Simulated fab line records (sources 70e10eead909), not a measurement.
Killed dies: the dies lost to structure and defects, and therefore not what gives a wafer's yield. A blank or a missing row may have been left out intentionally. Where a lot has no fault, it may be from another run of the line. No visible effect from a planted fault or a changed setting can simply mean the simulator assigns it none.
fab line records	flow nand_harc
record lots=14	wafers=42	last_day=34
route steps=1302 shown P_GATE@215 P_CONTACT@230
lots with no fault: from the same line, run without faults
start_h: the number of hours between the record's first day and the start of the first shown wafer of the lot	wait_h: time in hours since the lot's previous step	" as in the row above	L1.1+2: a row that stands for several wafers	- no value present, or no start provided	* or withheld: withheld	< > ~ a bound
route shown NAME@n: names a module that has steps shown in the file, with the first one's number in the route	usual: average and standard deviation across the fault-free wafers	same: alike in all rows	chamber/n: place in a boat	sites: readings site by site	_std_site: standard deviation of those values	_edge_site: mean of outer sites minus mean of inner sites	radius_mm: for every site, how far away it sits from the centre of the wafer	mask NAME#n: copy n	behind: tool/chamber where the wafer was last shaped	hold: what put the lot on hold/how long, in hours/how the hold closed	device: transistor that didn't switch, given as n, p or np	end of line: tests run on the same wafers once the route is complete	a step given without rows: its recipe and nothing more	killed: count of dies lost to structure and defects at first sort (not the wafer's yield)	map: shows each die of a wafer: x if killed, . if not, _ if none is there
set.NAME: the run value of the setting; set.NAME@STEP: its run value at that earlier step	model.NAME: the simulator's own value behind a step, which no gauge read
steps of the route over a sample of lots; a table a step, a row a wafer
services: when a tool's chamber went out of use (start_h, in hours from the record's first day, below 0 if earlier), for how many hours, and the reason
## steps
# step NHARC_P_GATE_RTA_82
# recipe temp_c=450	time_s=30
# usual lamp_power_pct=4.3/0.4	lamp_zone_1_pct=4.3/0.4	lamp_zone_3_pct=4.3/0.4	lamp_zone_6_pct=4.3/0.4	wafer_temp_C_max=453.3/0.67
lot.wafer	tool	chamber	start_h	wait_h	lamp_power_pct	lamp_zone_1_pct	lamp_zone_3_pct	lamp_zone_6_pct	wafer_temp_C_max
L314.3	rtp_anneal-01	0	131.55	-	4.7	4.7	4.7	4.7	452.5
L314.4	"	0	"	"	4.7	4.7	4.7	4.7	452.9
L314.6	"	0	"	"	4.7	4.7	4.7	4.7	453.6
L316.2	rtp_anneal-02	0	148.94	-	3.9	3.9	3.9	3.9	454.2
L316.3	"	0	"	"	3.9	3.9	3.9	3.9	453.1
L316.4	"	0	"	"	3.9	3.9	3.9	3.9	452.4
L318.4	rtp_anneal-01	0	169.03	-	4.7	4.7	4.7	4.7	452.7
L318.5	"	0	"	"	4.7	4.7	4.7	4.7	453.2
L318.6	"	0	"	"	4.7	4.7	4.7	4.7	453.3
L319.1	rtp_anneal-02	0	179.04	-	3.9	3.9	3.9	3.9	453.5
L319.2	"	0	"	"	3.9	3.9	3.9	3.9	452.2
L319.5	"	0	"	"	3.9	3.9	3.9	3.9	453.5
L320.1	rtp_anneal-01	0	191.97	-	4.7	4.7	4.7	4.7	453.6
L320.4	"	0	"	"	4.7	4.7	4.7	4.7	452.6
L320.5	"	0	"	"	4.7	4.7	4.7	4.7	452.4
L321.3	rtp_anneal-02	0	198.25	-	3.9	3.9	3.9	3.9	453.7
L321.5	"	0	"	"	3.9	3.9	3.9	3.9	453.7
L321.6	"	0	"	"	3.9	3.9	3.9	3.9	453.0
L323.2	rtp_anneal-01	0	226.14	-	4.7	4.7	4.7	4.7	453.0
L323.3	"	0	"	"	4.7	4.7	4.7	4.7	452.7
L323.4	"	0	"	"	4.7	4.7	4.7	4.7	452.7
L325.1	rtp_anneal-02	0	240.27	-	3.9	3.9	3.9	3.9	453.9
L325.2	"	0	"	"	3.9	3.9	3.9	3.9	453.2
L325.6	"	0	"	"	3.9	3.9	3.9	3.9	454.3
L326.1	rtp_anneal-01	0	242.93	-	4.7	4.7	4.7	4.7	453.5
L326.5	"	0	"	"	4.7	4.7	4.7	4.7	453.0
L326.6	"	0	"	"	4.7	4.7	4.7	4.7	452.7
L332.1	rtp_anneal-01	0	303.33	-	4.7	4.7	4.7	4.7	454.7
L332.3	"	0	"	"	4.7	4.7	4.7	4.7	453.7
L332.4	"	0	"	"	4.7	4.7	4.7	4.7	453.0
L333.2	rtp_anneal-01	0	314.56	-	4.7	4.7	4.7	4.7	453.1
L333.5	"	0	"	"	4.7	4.7	4.7	4.7	453.2
L333.6	"	0	"	"	4.7	4.7	4.7	4.7	454.3
L334.1	rtp_anneal-01	0	329.56	-	4.7	4.7	4.7	4.7	453.3
L334.2	"	0	"	"	4.7	4.7	4.7	4.7	452.7
L334.3	"	0	"	"	4.7	4.7	4.7	4.7	453.3
L335.3	rtp_anneal-01	0	332.52	-	4.7	4.7	4.7	4.7	453.5
L335.4	"	0	"	"	4.7	4.7	4.7	4.7	454.0
L335.6	"	0	"	"	4.7	4.7	4.7	4.7	453.0
L336.2	rtp_anneal-02	0	344.43	-	3.9	3.9	3.9	3.9	452.9
L336.3	"	0	"	"	3.9	3.9	3.9	3.9	453.1
L336.4	"	0	"	"	3.9	3.9	3.9	3.9	453.0
# step NHARC_P_CONTACT_PEB_10
# recipe peb_temp_c=100	peb_time_s=65
lot.wafer	tool	chamber	start_h	wait_h
L314.3+4+6	litho_track-06	0	133.22	0.0
L316.2+3+4	litho_track-04	0	150.52	0.1
L318.4+5+6	litho_track-06	0	170.67	0.0
L319.1+2+5	litho_track-04	0	180.65	0.1
L320.1+4+5	litho_track-06	0	193.86	0.1
L321.3+5+6	litho_track-04	0	199.80	0.0
L323.2+3+4	litho_track-04	0	227.71	0.1
L325.1+2+6	litho_track-04	0	241.99	0.1
L326.1+5+6	litho_track-01	0	244.65	0.1
L332.1+3+4	litho_track-06	0	304.93	0.1
L333.2+5+6	litho_track-06	0	316.24	0.1
L334.1+2+3	litho_track-06	0	331.29	0.1
L335.3+4+6	litho_track-06	0	334.21	0.1
L336.2+3+4	litho_track-06	0	346.13	0.1
# step NHARC_P_CONTACT_CD_MEAS_12
# recipe target_cd_nm=90	landing_energy_ev=500
# usual cd_nm=89.9/0.84
lot.wafer	tool	chamber	start_h	wait_h	cd_nm
L314.3	cd_sem-01	0	133.31	-	90.1
L314.4	"	0	"	"	91.0
L314.6	"	0	"	"	90.9
L316.2	cd_sem-03	0	150.60	-	90.6
L316.3	"	0	"	"	89.6
L316.4	"	0	"	"	90.6
L318.4	cd_sem-03	0	170.75	-	89.9
L318.5	"	0	"	"	89.3
L318.6	"	0	"	"	89.2
L319.1	cd_sem-01	0	180.73	-	89.0
L319.2	"	0	"	"	90.1
L319.5	"	0	"	"	91.1
L320.1	cd_sem-01	0	193.94	-	90.6
L320.4	"	0	"	"	89.9
L320.5	"	0	"	"	89.6
L321.3	cd_sem-01	0	199.88	-	90.0
L321.5	"	0	"	"	90.8
L321.6	"	0	"	"	89.5
L323.2	cd_sem-01	0	227.79	-	88.5
L323.3	"	0	"	"	101.6
L323.4	"	0	"	"	102.0
L325.1	cd_sem-02	0	242.07	-	90.6
L325.2	"	0	"	"	90.0
L325.6	"	0	"	"	100.5
L326.1	cd_sem-01	0	244.73	-	88.6
L326.5	"	0	"	"	88.5
L326.6	"	0	"	"	88.5
L332.1	cd_sem-02	0	305.01	-	89.3
L332.3	"	0	"	"	90.9
L332.4	"	0	"	"	89.1
L333.2	cd_sem-02	0	316.33	-	89.8
L333.5	"	0	"	"	90.0
L333.6	"	0	"	"	89.0
L334.1	cd_sem-03	0	331.37	-	89.9
L334.2	"	0	"	"	90.3
L334.3	"	0	"	"	91.3
L335.3	cd_sem-03	0	334.29	-	91.8
L335.4	"	0	"	"	90.1
L335.6	"	0	"	"	91.7
L336.2	cd_sem-01	0	346.21	-	89.5
L336.3	"	0	"	"	89.5
L336.4	"	0	"	"	89.8
# step NHARC_P_CONTACT_DEGAS_38
# recipe temp_c=300	time_s=60
# usual heater_power_w=454/55
lot.wafer	tool	chamber	start_h	wait_h	heater_power_w
L314.4	pvd_sputter-02	-	135.09	-	376
L314.3	"	-	"	"	398
L314.6	"	-	"	"	401
L316.4	pvd_sputter-01	-	152.37	-	514
L316.3	"	-	"	"	497
L316.2	"	-	"	"	406
L318.4	pvd_sputter-01	-	172.52	-	506
L318.5	"	-	"	"	399
L318.6	"	-	"	"	509
L319.1	pvd_sputter-02	-	182.51	-	479
L319.2	"	-	"	"	405
L319.5	"	-	"	"	465
L320.4	pvd_sputter-03	-	195.72	-	472
L320.1	"	-	"	"	550
L320.5	"	-	"	"	460
L321.3	pvd_sputter-02	-	201.85	-	355
L321.6	"	-	"	"	388
L321.5	"	-	"	"	478
L323.3	pvd_sputter-03	-	229.59	-	505
L323.4	"	-	"	"	473
L323.2	"	-	"	"	467
L325.2	pvd_sputter-03	-	243.84	-	507
L325.1	"	-	"	"	553
L325.6	"	-	"	"	507
L326.1	pvd_sputter-02	-	246.50	-	379
L326.6	"	-	"	"	368
L326.5	"	-	"	"	392
L332.3	pvd_sputter-03	-	306.78	-	476
L332.1	"	-	"	"	449
L332.4	"	-	"	"	522
L333.2	pvd_sputter-02	-	318.13	-	426
L333.5	"	-	"	"	462
L333.6	"	-	"	"	352
L334.1	pvd_sputter-03	-	333.17	-	465
L334.2	"	-	"	"	520
L334.3	"	-	"	"	471
L335.4	pvd_sputter-02	-	336.05	-	353
L335.3	"	-	"	"	394
L335.6	"	-	"	"	359
L336.3	pvd_sputter-03	-	347.97	-	550
L336.4	"	-	"	"	516
L336.2	"	-	"	"	460
# step NHARC_P_CONTACT_PVD_32
# recipe target_thk_a=50	chamber_pressure_pa=5	power_w=5000	substrate_temp_c=200	time_s=17.7	material=Ti
# usual throttle_valve_pct=30.0/0.69
lot.wafer	tool	chamber	start_h	wait_h	throttle_valve_pct
L314.3	pvd_sputter-02	-	-	-	30.2
L314.4	"	-	"	"	30.0
L314.6	"	-	"	"	31.0
L316.4	pvd_sputter-01	-	-	-	28.6
L316.3	"	-	"	"	28.5
L316.2	"	-	"	"	30.3
L318.4	pvd_sputter-01	-	-	-	28.9
L318.6	"	-	"	"	28.9
L318.5	"	-	"	"	30.2
L319.1	pvd_sputter-02	-	-	-	30.6
L319.2	"	-	"	"	30.2
L319.5	"	-	"	"	30.5
L320.1	pvd_sputter-03	-	-	-	29.8
L320.4	"	-	"	"	30.6
L320.5	"	-	"	"	29.5
L321.3	pvd_sputter-02	-	-	-	30.5
L321.5	"	-	"	"	30.4
L321.6	"	-	"	"	30.4
L323.4	pvd_sputter-03	-	-	-	30.5
L323.3	"	-	"	"	30.8
L323.2	"	-	"	"	29.1
L325.2	pvd_sputter-03	-	-	-	30.4
L325.1	"	-	"	"	30.8
L325.6	"	-	"	"	30.3
L326.1	pvd_sputter-02	-	-	-	29.8
L326.5	"	-	"	"	30.4
L326.6	"	-	"	"	30.7
L332.4	pvd_sputter-03	-	-	-	30.5
L332.1	"	-	"	"	29.0
L332.3	"	-	"	"	30.4
L333.2	pvd_sputter-02	-	-	-	29.9
L333.6	"	-	"	"	30.6
L333.5	"	-	"	"	29.6
L334.1	pvd_sputter-03	-	-	-	30.6
L334.2	"	-	"	"	29.7
L334.3	"	-	"	"	29.2
L335.4	pvd_sputter-02	-	-	-	30.4
L335.3	"	-	"	"	30.5
L335.6	"	-	"	"	30.4
L336.3	pvd_sputter-02	-	-	-	29.7
L336.4	"	-	"	"	31.7
L336.2	"	-	"	"	30.3
## services
tool	chamber	start_h	hours	kind
litho_track-01	-	155.00	7.0	pm
pvd_sputter-03	-	170.00	10.0	pm
litho_track-06	-	179.00	7.0	pm
litho_track-04	-	203.00	7.0	pm
pvd_sputter-01	-	226.00	10.0	pm
litho_track-06	-	251.47	-	consumable_replace:filter
pvd_sputter-03	-	261.07	1.8	repair
pvd_sputter-02	-	282.00	10.0	pm
pvd_sputter-03	-	288.70	5.8	repair
pvd_sputter-01	-	311.44	1.0	repair
litho_track-01	-	330.00	7.0	pm
pvd_sputter-01	-	345.47	9.2	repair
pvd_sputter-03	-	348.02	10.0	pm
## key
first_sign step=NHARC_P_CONTACT_CD_MEAS_12	reading=cd_nm	direction=up	sigmas=14	usual=89.9	struck=101.4
effect none on later readings
met_at NHARC_P_CONTACT_PEB_10
struck_lots L323,L325
struck_wafers L323.3,L323.4,L325.6
sort_left_out L323.3,L323.4,L325.6
tester_left_out L323,L325
not_acting_at NHARC_P_GATE_RTA_82,NHARC_P_CONTACT_DEGAS_38,NHARC_P_CONTACT_PVD_32
onset_between 199.80 227.71
fault kind=process_parameter_drift	tool=litho_track-04	chamber=-	onset_h=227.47	steps=NHARC_P_CONTACT_PEB_10	channel=peb_time_s	offset=*	shape=step	end_h=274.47	scope=struck_wafers_only	acts_in=*	stated=*
# tester_left_out: of these lots the tester's yield and bins aren't shown, on N5 and GAA mostly nor the transistor test; their killed dies are dies lost to structure and defects alone, not to doping, threshold or leakage, so they don't give the yield
# sort_left_out: the simulated sort isn't trusted on such a fault, so these wafers' sort isn't shown, and their yield isn't known
